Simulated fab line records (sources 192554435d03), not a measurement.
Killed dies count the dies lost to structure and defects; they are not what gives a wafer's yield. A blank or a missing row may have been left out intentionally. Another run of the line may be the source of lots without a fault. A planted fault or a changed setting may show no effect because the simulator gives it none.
Chamber matching -- flow n5_finfet -- 4 sister chambers for N5_BEOL_M0_SAQP_STRIP_75 on rie_diel-02
The step strips in CF4. 4 wafers are shown with their chamber, then 8 later ones without.

## WAFERS, EACH WITH ITS CHAMBER
wafer,chamber,throttle_valve_pct (%)
L080.4,2,13.76
L080.5,1,13.35
L080.6,0,12.93
L092.3,3,13.71

## WAFERS MISSING THEIR CHAMBER
wafer,throttle_valve_pct (%)
L092.4,13.79
L092.5,13.40
L093.2,13.81
L093.4,12.98
L093.5,13.72
L095.1,13.74
L095.4,13.81
L095.5,13.40

## THE CHAMBER EACH PASSED THROUGH
wafer,from the rows above,in truth
L092.4,can't be placed: 2 or 3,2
L092.5,1,1
L093.2,can't be placed: 2 or 3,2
L093.4,0,0
L093.5,can't be placed: 3 or 2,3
L095.1,can't be placed: 2 or 3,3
L095.4,can't be placed: 2 or 3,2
L095.5,1,1
3 of 8 placed correctly. Not placeable from these rows: 5 (in 5, the candidates include the true chamber). Placed wrongly: 0.
How it was worked out, from the rows above alone: a wafer's distance from a chamber is the root of the sum, over the readings, of the square of ((its reading less the chamber's mean) divided by the reading's scatter). The wafer belongs to the nearest chamber; if the next one is less than 2 further off, it can't be placed. Each chamber's mean is taken over the wafers shown for it. The scatter (one wafer shown for each chamber): square how far every hidden wafer sits from the nearest shown wafer, average those squares and take the square root.
